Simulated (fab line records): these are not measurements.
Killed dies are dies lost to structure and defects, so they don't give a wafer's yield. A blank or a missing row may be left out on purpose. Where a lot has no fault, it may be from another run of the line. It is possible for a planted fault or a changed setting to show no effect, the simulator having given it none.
Chamber matching :: flow n5Finfet :: 4 sister chambers for N5_MOL_CONTACT_COAG_ETCH_47 on rieDiel-06
The step etches SiNx in CH3F/O2, stops on W, target depth 27 nm. 4 wafers are shown with their chamber, then 10 later ones without.

## EACH WAFER AND ITS CHAMBER
wafer: L086.1
chamber: 2
drypumpMotorCurrentA (A): 5.1

wafer: L086.4
chamber: 1
drypumpMotorCurrentA (A): 4.8

wafer: L088.1
chamber: 0
drypumpMotorCurrentA (A): 6.2

wafer: L088.3
chamber: 3
drypumpMotorCurrentA (A): 5.9

## WAFERS WITHOUT THEIR CHAMBER
wafer: L088.5
drypumpMotorCurrentA (A): 5.9

wafer: L094.1
drypumpMotorCurrentA (A): 5.8

wafer: L094.4
drypumpMotorCurrentA (A): 5.1

wafer: L094.6
drypumpMotorCurrentA (A): 4.8

wafer: L096.1
drypumpMotorCurrentA (A): 4.8

wafer: L096.3
drypumpMotorCurrentA (A): 5.1

wafer: L096.4
drypumpMotorCurrentA (A): 5.9

wafer: L097.2
drypumpMotorCurrentA (A): 5.9

wafer: L097.5
drypumpMotorCurrentA (A): 4.8

wafer: L097.6
drypumpMotorCurrentA (A): 5.1

## CHAMBER TAKEN BY EACH
wafer: L088.5
from the rows above: 3
in truth: 3

wafer: L094.1
from the rows above: 3
in truth: 3

wafer: L094.4
from the rows above: 2
in truth: 2

wafer: L094.6
from the rows above: 1
in truth: 1

wafer: L096.1
from the rows above: 1
in truth: 1

wafer: L096.3
from the rows above: 2
in truth: 2

wafer: L096.4
from the rows above: 3
in truth: 3

wafer: L097.2
from the rows above: 3
in truth: 3

wafer: L097.5
from the rows above: 1
in truth: 1

wafer: L097.6
from the rows above: 2
in truth: 2
Placed correctly: 10 of 10. Can't be placed from these rows: 0. 0 placed wrongly.
How it was worked out, from the rows above alone: a wafer's distance from a chamber is the root of the sum, over the readings, of the square of ((its reading less the chamber's mean) divided by the reading's scatter). The wafer belongs to the nearest chamber; if the next one is less than 2 further off, it can't be placed. Each chamber's mean is taken over the wafers shown for it. The scatter (one wafer shown for each chamber): square how far every hidden wafer sits from the nearest shown wafer, average those squares and take the square root.
